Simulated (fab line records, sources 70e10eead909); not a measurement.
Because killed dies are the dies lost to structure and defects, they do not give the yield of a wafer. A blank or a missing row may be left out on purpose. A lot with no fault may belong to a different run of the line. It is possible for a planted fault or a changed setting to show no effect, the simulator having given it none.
Which tool was responsible? | flow nand-harc | 24 lots, 72 wafers sampled, at 6 steps of a route of 1159

WHAT EACH GAUGE READ, for each wafer
NHARC_A_M0_CD_MEAS_09 targets a cd of 80 nm.
lot  | measured     | on        | cd-nm (nm)
L074 | day 17 21:16 | cd-sem-01 | 79.0 78.4 77.8
L075 | day 18 07:58 | cd-sem-03 | 81.0 81.7 80.7
L077 | day 18 07:46 | cd-sem-02 | 79.8 79.7 80.4
L078 | day 18 11:11 | cd-sem-03 | 79.9 80.9 81.3
L076 | day 18 12:22 | cd-sem-01 | 78.9 79.9 78.5
L079 | day 19 09:46 | cd-sem-01 | 78.6 79.2 79.9
L080 | day 19 10:42 | cd-sem-02 | 80.4 80.8 82.3
L081 | day 19 14:16 | cd-sem-02 | 82.5 80.5 81.2
L082 | day 19 15:44 | cd-sem-02 | 80.2 81.1 81.5
L083 | day 19 16:07 | cd-sem-03 | 80.2 80.5 80.0
L084 | day 19 18:50 | cd-sem-03 | 79.3 80.2 79.6
L085 | day 20 09:44 | cd-sem-02 | 81.3 80.1 79.6
L087 | day 20 10:52 | cd-sem-01 | 80.7 82.0 80.2
L086 | day 20 14:10 | cd-sem-01 | 81.0 80.0 81.7
L090 | day 21 06:51 | cd-sem-01 | 80.9 79.7 80.0
L088 | day 21 16:54 | cd-sem-03 | 79.1 79.7 79.9
L093 | day 21 17:41 | cd-sem-01 | 79.5 80.7 79.7
L089 | day 21 23:44 | cd-sem-01 | 79.1 80.3 80.7
L091 | day 22 04:04 | cd-sem-02 | 82.1 81.2 81.9
L092 | day 22 06:01 | cd-sem-01 | 79.7 80.5 81.0
L094 | day 22 13:54 | cd-sem-01 | 80.6 79.8 80.7
L096 | day 22 14:34 | cd-sem-01 | 79.2 78.4 79.3
L097 | day 22 16:44 | cd-sem-03 | 80.5 81.2 81.2
L095 | day 23 04:30 | cd-sem-01 | 81.2 78.7 79.4

NHARC_A_M0_OVL_MEAS_10: pitch 160 nm.
lot  | measured     | on         | overlay-x-nm (nm) | overlay-y-nm (nm)
L074 | day 17 21:22 | overlay-02 | 0.0 0.6 -0.1      | -0.3 -1.1 -0.5
L075 | day 18 08:04 | overlay-01 | 0.1 0.8 0.1       | 0.4 0.4 0.7
L077 | day 18 07:51 | overlay-01 | -0.1 0.1 0.5      | 1.8 1.9 2.0
L078 | day 18 11:16 | overlay-02 | 1.2 0.8 1.0       | -0.3 -0.2 -0.9
L076 | day 18 12:29 | overlay-01 | 0.0 -0.3 -0.6     | -1.0 -0.6 -0.3
L079 | day 19 09:51 | overlay-02 | 0.1 0.5 0.0       | -1.4 -0.4 -1.1
L080 | day 19 10:47 | overlay-01 | -0.2 -0.5 -0.4    | -0.5 0.2 0.1
L081 | day 19 14:22 | overlay-01 | -0.6 -0.5 -0.8    | -0.4 -0.6 -0.4
L082 | day 19 15:50 | overlay-01 | 0.3 0.0 0.4       | -0.2 -0.6 0.0
L083 | day 19 16:12 | overlay-01 | 0.0 0.3 -0.1      | 0.2 -0.1 0.8
L084 | day 19 18:55 | overlay-02 | 1.1 1.2 1.4       | -0.2 0.0 0.6
L085 | day 20 09:49 | overlay-02 | 0.3 0.6 0.9       | -0.6 -1.3 -1.2
L087 | day 20 10:57 | overlay-02 | -1.2 -1.4 -0.4    | 0.4 0.1 0.3
L086 | day 20 14:15 | overlay-01 | -0.1 0.0 -0.6     | 0.5 1.0 0.7
L090 | day 21 06:56 | overlay-02 | 0.9 0.9 0.5       | -0.2 -0.7 -1.0
L088 | day 21 17:00 | overlay-01 | -1.3 -1.3 -1.6    | -1.5 -0.6 -1.5
L093 | day 21 17:47 | overlay-01 | -0.8 -0.7 -0.4    | -1.6 -1.5 -1.4
L089 | day 21 23:49 | overlay-01 | -0.3 0.2 0.1      | -1.8 -1.6 -1.9
L091 | day 22 04:09 | overlay-02 | 0.0 0.6 0.6       | 0.5 1.1 0.5
L092 | day 22 06:05 | overlay-02 | -0.4 -0.3 0.3     | -0.1 0.1 -0.2
L094 | day 22 13:59 | overlay-01 | 1.9 2.6 1.8       | -0.3 -0.2 -0.4
L096 | day 22 14:40 | overlay-02 | -0.4 -0.1 -0.6    | 2.2 1.5 1.9
L097 | day 22 16:50 | overlay-02 | -0.8 0.2 -0.7     | 0.4 0.9 0.8
L095 | day 23 04:35 | overlay-02 | -0.2 0.2 -0.5     | 0.9 0.7 1.2

NHARC_A_M1_OVL_MEAS_10: pitch 240 nm.
lot  | measured     | on         | overlay-x-nm (nm) | overlay-y-nm (nm)
L074 | day 18 01:19 | overlay-02 | 1.0 1.0 1.7       | -0.8 -0.7 -1.1
L075 | day 18 13:02 | overlay-01 | -0.2 -1.0 -0.7    | 0.6 0.8 0.4
L077 | day 18 12:52 | overlay-02 | 0.1 -0.4 0.4      | -0.1 -0.2 -0.8
L078 | day 18 16:20 | overlay-01 | 0.9 1.0 1.3       | 0.5 0.1 0.9
L076 | day 18 17:04 | overlay-02 | -0.3 0.4 0.5      | -1.1 -0.1 -0.9
L079 | day 19 13:50 | overlay-02 | -1.0 -0.6 -1.0    | 0.8 0.4 0.2
L080 | day 19 14:44 | overlay-02 | 0.5 0.0 -0.1      | -0.1 -0.3 0.3
L081 | day 19 18:20 | overlay-02 | -0.2 -0.8 -0.2    | -0.8 -0.7 -0.5
L082 | day 19 20:29 | overlay-02 | 1.3 0.3 0.7       | 0.0 -0.1 0.0
L083 | day 19 20:49 | overlay-02 | -0.3 -0.8 -0.3    | 0.3 0.4 0.9
L084 | day 19 23:43 | overlay-02 | -0.8 -1.0 -1.0    | -1.0 -1.8 -1.2
L085 | day 20 13:47 | overlay-02 | -2.2 -1.5 -1.7    | -0.5 -0.5 -0.5
L087 | day 20 14:59 | overlay-01 | -2.0 -1.6 -1.6    | 0.7 0.9 0.9
L086 | day 20 18:14 | overlay-02 | 0.2 0.1 0.4       | 0.3 -0.4 0.5
L090 | day 21 11:01 | overlay-01 | -0.9 -1.6 -1.1    | -0.7 -0.7 -0.7
L088 | day 21 21:10 | overlay-02 | 0.9 0.7 1.4       | -0.2 -0.1 0.6
L093 | day 21 21:50 | overlay-02 | -0.3 0.1 -0.2     | 0.3 1.3 0.8
L089 | day 22 04:01 | overlay-01 | 0.9 0.4 0.5       | -0.2 -0.3 -0.8
L091 | day 22 08:11 | overlay-02 | -1.3 -1.2 -0.9    | 0.2 0.1 0.2
L092 | day 22 10:01 | overlay-01 | -0.8 -0.6 -0.7    | -0.5 -0.7 -0.8
L094 | day 22 18:28 | overlay-01 | -0.7 -0.9 -0.5    | -0.3 0.5 -0.4
L096 | day 22 19:00 | overlay-02 | -0.7 -0.5 -1.0    | 0.2 0.0 0.6
L097 | day 22 20:47 | overlay-01 | 0.0 0.6 -0.1      | 0.7 0.5 0.8
L095 | day 23 08:56 | overlay-02 | 0.0 0.6 0.9       | 0.2 0.2 0.3

TOOL THAT RAN EACH LOT (tool first, then ch and the chambers of the sampled wafers, then the start)
lot  | NHARC_A_BLC_ETCH_17                           | NHARC_A_BLC_STRIP_21               | NHARC_A_BLC_PVD_32
L074 | rie-diel-08 ch 0,1,3, day 17 06:47 or earlier | rie-diel-02 ch 0,1,3, day 17 06:47 | pvd-sputter-02, day 17 21:16 or earlier
L075 | rie-diel-08 ch 0,2, day 17 23:43 or earlier   | rie-diel-05 ch 0,1,3, day 17 23:43 | pvd-sputter-03, day 18 07:58 or earlier
L077 | rie-diel-02 ch 0,2, day 17 23:40 or earlier   | rie-diel-08 ch 0,2, day 17 23:40   | pvd-sputter-01, day 18 07:46 or earlier
L078 | rie-diel-02 ch 0,1,3, day 18 08:25 or earlier | rie-diel-08 ch 2,3, day 18 08:25   | pvd-sputter-02, day 18 11:11 or earlier
L076 | rie-diel-02 ch 2,3, day 18 09:37 or earlier   | rie-diel-08 ch 0,2,3, day 18 09:37 | pvd-sputter-01, day 18 12:22 or earlier
L079 | rie-diel-02 ch 1,2,3, day 18 23:41 or earlier | rie-diel-02 ch 0,1, day 18 23:41   | pvd-sputter-02, day 19 09:46 or earlier
L080 | rie-diel-08 ch 0,2, day 19 00:23 or earlier   | rie-diel-08 ch 0,1,3, day 19 00:23 | pvd-sputter-03, day 19 10:42 or earlier
L081 | rie-diel-08 ch 0,2,3, day 19 11:41 or earlier | rie-diel-08 ch 0,1,3, day 19 11:41 | pvd-sputter-01, day 19 14:16 or earlier
L082 | rie-diel-02 ch 0,1, day 19 12:43 or earlier   | rie-diel-08 ch 0,2,3, day 19 12:43 | pvd-sputter-02, day 19 15:44 or earlier
L083 | rie-diel-02 ch 0,3, day 19 13:32 or earlier   | rie-diel-08 ch 0,1,2, day 19 13:32 | pvd-sputter-01, day 19 16:07 or earlier
L084 | rie-diel-02 ch 0,1,3, day 19 16:08 or earlier | rie-diel-02 ch 1,3, day 19 16:08   | pvd-sputter-03, day 19 18:50 or earlier
L085 | rie-diel-08 ch 0,2,3, day 20 01:56 or earlier | rie-diel-02 ch 1,2, day 20 01:56   | pvd-sputter-02, day 20 09:44 or earlier
L087 | rie-diel-08 ch 1,2,3, day 20 07:19 or earlier | rie-diel-08 ch 1,3, day 20 07:19   | pvd-sputter-01, day 20 10:52 or earlier
L086 | rie-diel-08 ch 0,2,3, day 20 11:28 or earlier | rie-diel-08 ch 0,1,2, day 20 11:28 | pvd-sputter-01, day 20 14:10 or earlier
L090 | rie-diel-02 ch 1,2,3, day 21 00:07 or earlier | rie-diel-02 ch 1,3, day 21 00:07   | pvd-sputter-02, day 21 06:51 or earlier
L088 | rie-diel-02 ch 0,1, day 21 07:22 or earlier   | rie-diel-02 ch 0,1,2, day 21 07:22 | pvd-sputter-01, day 21 16:54 or earlier
L093 | rie-diel-05 ch 0,2, day 21 08:43 or earlier   | rie-diel-08 ch 1,3, day 21 08:43   | pvd-sputter-02, day 21 17:41 or earlier
L089 | rie-diel-08 ch 0,3, day 21 13:34 or earlier   | rie-diel-02 ch 0,2, day 21 13:34   | pvd-sputter-03, day 21 23:44 or earlier
L091 | rie-diel-05 ch 0,2, day 21 19:07 or earlier   | rie-diel-02 ch 0,3, day 21 19:07   | pvd-sputter-01, day 22 04:04 or earlier
L092 | rie-diel-02 ch 1,2,3, day 22 01:36 or earlier | rie-diel-08 ch 0,1,3, day 22 01:36 | pvd-sputter-03, day 22 06:01 or earlier
L094 | rie-diel-05 ch 0,1,2, day 22 10:06 or earlier | rie-diel-02 ch 0,2, day 22 10:06   | pvd-sputter-02, day 22 13:54 or earlier
L096 | rie-diel-08 ch 0,1,3, day 22 11:02 or earlier | rie-diel-02 ch 1,3, day 22 11:02   | pvd-sputter-03, day 22 14:34 or earlier
L097 | rie-diel-08 ch 2,3, day 22 14:06 or earlier   | rie-diel-02 ch 2,3, day 22 14:06   | pvd-sputter-02, day 22 16:44 or earlier
L095 | rie-diel-02 ch 0,1,3, day 22 22:51 or earlier | rie-diel-08 ch 0,2, day 22 22:51   | pvd-sputter-02, day 23 04:30 or earlier
- NHARC_A_BLC_ETCH_17: etches the open film in N2/H2, target depth 390 nm, time 609.38 s.
- NHARC_A_BLC_STRIP_21: strips in O2.
- NHARC_A_BLC_PVD_32: deposits Ti, target thk 5 nm, time 17.7 s.

AS READ BY THE TOOLS THEMSELVES (means over the sampled wafers that have a number; for cases with no such wafer, the mark the record gives instead)
NHARC_A_BLC_ETCH_17.
lot  | tool        | drypump-motor-current-A (A) | oes-product-au (a.u.) | rf-vpp-V (V) | showerhead-plenum-p-Torr (Torr) | throttle-valve-pct (%)
L074 | rie-diel-08 | 5.8                         | 0.995                 | 431.9        | 2.08                            | 14.159
L075 | rie-diel-08 | 6.1                         | 0.998                 | 431.3        | 2.06                            | 14.168
L077 | rie-diel-02 | 5.4                         | 1.004                 | 429.7        | 2.00                            | 14.166
L078 | rie-diel-02 | 5.6                         | 1.012                 | 429.9        | 2.04                            | 14.165
L076 | rie-diel-02 | 6.3                         | 0.993                 | 433.7        | 2.14                            | 14.169
L079 | rie-diel-02 | 6.0                         | 1.000                 | 432.4        | 2.12                            | 14.170
L080 | rie-diel-08 | 6.0                         | 0.995                 | 430.3        | 2.06                            | 14.173
L081 | rie-diel-08 | 6.1                         | 1.008                 | 431.4        | 2.07                            | 14.172
L082 | rie-diel-02 | 5.1                         | 1.011                 | 428.3        | 1.99                            | 14.175
L083 | rie-diel-02 | 5.5                         | 1.004                 | 428.6        | 1.98                            | 14.183
L084 | rie-diel-02 | 5.6                         | 0.999                 | 430.7        | 2.04                            | 14.175
L085 | rie-diel-08 | 6.1                         | 1.006                 | 430.9        | 2.07                            | 14.162
L087 | rie-diel-08 | 5.9                         | 1.014                 | 429.8        | 2.04                            | 14.169
L086 | rie-diel-08 | 6.2                         | 1.015                 | 430.9        | 2.07                            | 14.178
L090 | rie-diel-02 | 6.0                         | 0.994                 | 432.6        | 2.12                            | 14.169
L088 | rie-diel-02 | 5.1                         | 1.012                 | 429.2        | 1.98                            | 14.164
L093 | rie-diel-05 | 5.2                         | 1.006                 | 428.8        | 1.97                            | 14.169
L089 | rie-diel-08 | 6.2                         | 0.996                 | 432.4        | 2.12                            | 14.187
L091 | rie-diel-05 | 5.2                         | 1.004                 | 428.6        | 1.97                            | 14.175
L092 | rie-diel-02 | 6.0                         | 0.994                 | 433.0        | 2.12                            | 14.168
L094 | rie-diel-05 | 5.5                         | 1.007                 | 428.8        | 1.96                            | 14.175
L096 | rie-diel-08 | 5.8                         | 1.005                 | 431.8        | 2.08                            | 14.172
L097 | rie-diel-08 | 6.2                         | 1.006                 | 431.3        | 2.08                            | 14.168
L095 | rie-diel-02 | 5.6                         | 0.998                 | 430.6        | 2.04                            | 14.164

NHARC_A_BLC_STRIP_21.
lot  | tool        | drypump-motor-current-A (A) | oes-product-au (a.u.) | rf-vpp-V (V) | showerhead-plenum-p-Torr (Torr) | throttle-valve-pct (%)
L074 | rie-diel-02 | 5.6                         | 1.005                 | 57.9         | 3.54                            | 17.041
L075 | rie-diel-05 | 5.7                         | 1.012                 | 57.0         | 3.57                            | 17.041
L077 | rie-diel-08 | 6.3                         | 1.002                 | 57.1         | 3.49                            | 17.034
L078 | rie-diel-08 | 6.3                         | 1.002                 | 57.6         | 3.51                            | 17.038
L076 | rie-diel-08 | 6.2                         | 1.001                 | 59.6         | 3.58                            | 17.035
L079 | rie-diel-02 | 5.1                         | 1.021                 | 57.2         | 3.55                            | 17.026
L080 | rie-diel-08 | 5.8                         | 1.009                 | 58.5         | 3.59                            | 17.037
L081 | rie-diel-08 | 5.8                         | 1.008                 | 57.9         | 3.59                            | 17.041
L082 | rie-diel-08 | 6.2                         | 1.001                 | 58.0         | 3.57                            | 17.033
L083 | rie-diel-08 | 5.8                         | 1.003                 | 58.0         | 3.50                            | 17.036
L084 | rie-diel-02 | 5.7                         | 1.007                 | 58.2         | 3.64                            | 17.035
L085 | rie-diel-02 | 5.9                         | 0.993                 | 57.6         | 3.69                            | 17.038
L087 | rie-diel-08 | 5.5                         | 1.010                 | 57.7         | 3.54                            | 17.034
L086 | rie-diel-08 | 5.8                         | 0.994                 | 57.6         | 3.50                            | 17.033
L090 | rie-diel-02 | 5.7                         | 1.013                 | 57.7         | 3.63                            | 17.038
L088 | rie-diel-02 | 5.5                         | 0.995                 | 57.9         | 3.56                            | 17.040
L093 | rie-diel-08 | 5.9                         | 1.011                 | 58.5         | 3.61                            | 17.042
L089 | rie-diel-02 | 5.8                         | 0.991                 | 57.4         | 3.58                            | 17.035
L091 | rie-diel-02 | 6.1                         | 1.005                 | 57.4         | 3.51                            | 17.036
L092 | rie-diel-08 | 5.8                         | 0.999                 | 57.7         | 3.59                            | 17.033
L094 | rie-diel-02 | 5.4                         | 1.007                 | 57.1         | 3.46                            | 17.032
L096 | rie-diel-02 | 5.7                         | 0.990                 | 58.3         | 3.63                            | 17.025
L097 | rie-diel-02 | 6.5                         | 0.991                 | 58.0         | 3.64                            | 17.040
L095 | rie-diel-08 | 6.2                         | 0.984                 | 57.3         | 3.48                            | 17.034

NHARC_A_BLC_PVD_32.
lot  | tool           | throttle-valve-pct (%)
L074 | pvd-sputter-02 | 29.7
L075 | pvd-sputter-03 | 29.2
L077 | pvd-sputter-01 | 30.5
L078 | pvd-sputter-02 | 29.8
L076 | pvd-sputter-01 | 29.4
L079 | pvd-sputter-02 | 30.2
L080 | pvd-sputter-03 | 28.2
L081 | pvd-sputter-01 | 29.8
L082 | pvd-sputter-02 | 29.2
L083 | pvd-sputter-01 | 30.2
L084 | pvd-sputter-03 | 29.2
L085 | pvd-sputter-02 | 31.2
L087 | pvd-sputter-01 | 30.6
L086 | pvd-sputter-01 | 30.1
L090 | pvd-sputter-02 | 29.5
L088 | pvd-sputter-01 | 29.9
L093 | pvd-sputter-02 | 30.9
L089 | pvd-sputter-03 | 29.4
L091 | pvd-sputter-01 | 29.4
L092 | pvd-sputter-03 | 29.4
L094 | pvd-sputter-02 | 30.2
L096 | pvd-sputter-03 | 29.5
L097 | pvd-sputter-02 | 30.7
L095 | pvd-sputter-02 | 30.2

THE ANSWER, worked out from the rows above alone
Rule: the usual values come from the lots themselves. The widest of any qualifying gaps counts: lots, ordered by their means at a reading, are off when they make up no more than a third of the lots, leave a main group of 4 or more, and stand apart from it by 3 or more times the standard deviation of that group's means. If all means in a main group match to the digits the tables above print for the reading, that group is not used. A lot without any number at a reading at which 4 lots or more have one is off too. All remaining lots with rows at the step are treated as sound. The gauges are gone through in route order, then the tools' own readings, and for those a lot's mean is taken as printed above. At the first step where some lot is off, the reading lying furthest off is the one used; lots without a number count as furthest.
No lot is off at any reading shown: from this, nothing can be told.

WHAT THE SIMULATOR HAD PUT IN
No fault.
